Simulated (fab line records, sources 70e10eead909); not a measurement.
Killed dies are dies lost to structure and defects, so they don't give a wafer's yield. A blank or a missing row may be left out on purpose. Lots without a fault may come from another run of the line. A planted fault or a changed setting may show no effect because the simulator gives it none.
Problem report in the 8D (eight disciplines) form, filled by code | flow nand_harc | the parts of the form that need people (team, actions taken, sign-off) are left out

1. THE PROBLEM
defect_limited_yield at NHARC_END_SORT_01 reads a mean of 0.0 % on 2 wafers of 2 lots; wafers without a fault read 90.8 % with a standard deviation of 2.2. That is -41 standard deviations from the usual mean.
First seen on wafer L462.2, day 30 12:47, on prober-01. The record holds 9 wafers of 3 lots with a number at this step. Rule for "out", or "out of limits": more than 4 standard deviations from the usual mean. The other wafers with a number count as sound.

2. WHAT IT IS AND WHAT IT IS NOT
question                    | is                                                 | is not
which readings at this step | defect_limited_yield, killed_at_array, killed_dies | killed_at_other, killed_at_periphery, killed_open, killed_short
which lots                  | L460, L462                                         | L452
which wafers of those lots  | L460.2, L462.2                                     | L460.1, L460.3, L462.1, L462.5
read on which gauges        | prober-01, prober-02                               | -
when                        | from day 30 12:47                                  | up to then (5 sound wafers); but 2 sound wafers of L460, L462 came after

3. SUSPECTS, AND WHAT RULES EACH OUT
Counting: a tool at a process step up to the reading stays a suspect if it ran every lot that is out. Sound lots after the first of them don't rule it out here, since some wafers of a struck lot are sound.
- the gauge at NHARC_END_SORT_01: ruled out. The wafers that are out were read on 2 gauges (prober-01, prober-02).
- pvd_sputter-03 at NHARC_A_BLC_PVD_32 (deposits Ti, target thk 5 nm, time 17.7 s): kept. It ran every lot that is out, first L462 (day 28 18:58). NHARC_A_BLC_PVD_32 gives no start for some lots, so the hours and the order of its lots are those of NHARC_A_BLC_ALD_23.
- ald_metal-01 at NHARC_A_BLC_ALD_23 (deposits TiN, target thk 3 nm, pulse time 1 s, ald cycles 150): kept. It ran every lot that is out, first L462 (day 28 18:58).
- rie_diel-05 at NHARC_A_M0_DESCUM_14 (chemistry O2, time 3 s): kept. It ran every lot that is out, first L462 (day 28 21:10); its last sound lot up to then is L452 (day 24 03:29).
- rie_diel-05 at NHARC_A_M0_ETCH_15 (etches the open film in C4F8/Ar, target depth 150 nm, overetch 15 nm, time 82.5 s): kept. It ran every lot that is out, first L462 (day 28 21:20); its last sound lot up to then is L452 (day 24 03:39). Its own readings are out on those wafers: run_length_s.
Left after counting: pvd_sputter-03 at NHARC_A_BLC_PVD_32, ald_metal-01 at NHARC_A_BLC_ALD_23, rie_diel-05 at NHARC_A_M0_DESCUM_14, rie_diel-05 at NHARC_A_M0_ETCH_15.

4. THE CAUSE (what the simulator had put in)
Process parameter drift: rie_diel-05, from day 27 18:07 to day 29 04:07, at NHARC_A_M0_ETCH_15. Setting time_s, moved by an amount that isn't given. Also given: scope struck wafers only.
Counting left 4 suspects, and this tool is among them.

5. THE CHAIN OF EFFECTS, in route order
Each row: a reading whose mean over the struck wafers that have a number lies more than 3 standard deviations from the usual. Only readings for which the record gives a usual standard deviation are gone through. hours: the time from each lot's start at the first step in this table that gives one to its start at this step, as a median over the lots. sigmas: the change in usual standard deviations.
hours | step               | reading              | usual   | on struck wafers | change | sigmas
0     | NHARC_A_M0_ETCH_15 | run_length_s         | 103.9 s | 91.1             | -12.8  | -34
38    | NHARC_END_SORT_01  | defect_limited_yield | 90.8 %  | 0.0              | -90.8  | -41
38    | NHARC_END_SORT_01  | killed_at_array      | 58      | 673              | +615   | +41
38    | NHARC_END_SORT_01  | killed_dies          | 62      | 677              | +615   | +41
The process steps in it:
- NHARC_A_M0_ETCH_15: etches the open film in C4F8/Ar, target depth 150 nm, overetch 15 nm, time 82.5 s.

6. WHAT WOULD HAVE CAUGHT IT SOONER
In this record the first reading out of limits at a measuring or inspecting step was taken at day 30 12:47, 67 hours after the fault began at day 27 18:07.
The tool's own readings at NHARC_A_M0_ETCH_15 were out on every struck wafer that the step has a row for (run_length_s): an alarm limit on them would have fired on the first of those.
All the lots that are out (2) had begun NHARC_A_M0_ETCH_15 on rie_diel-05 by day 30 12:47. A hold on the tool at that time would have spared none of them.
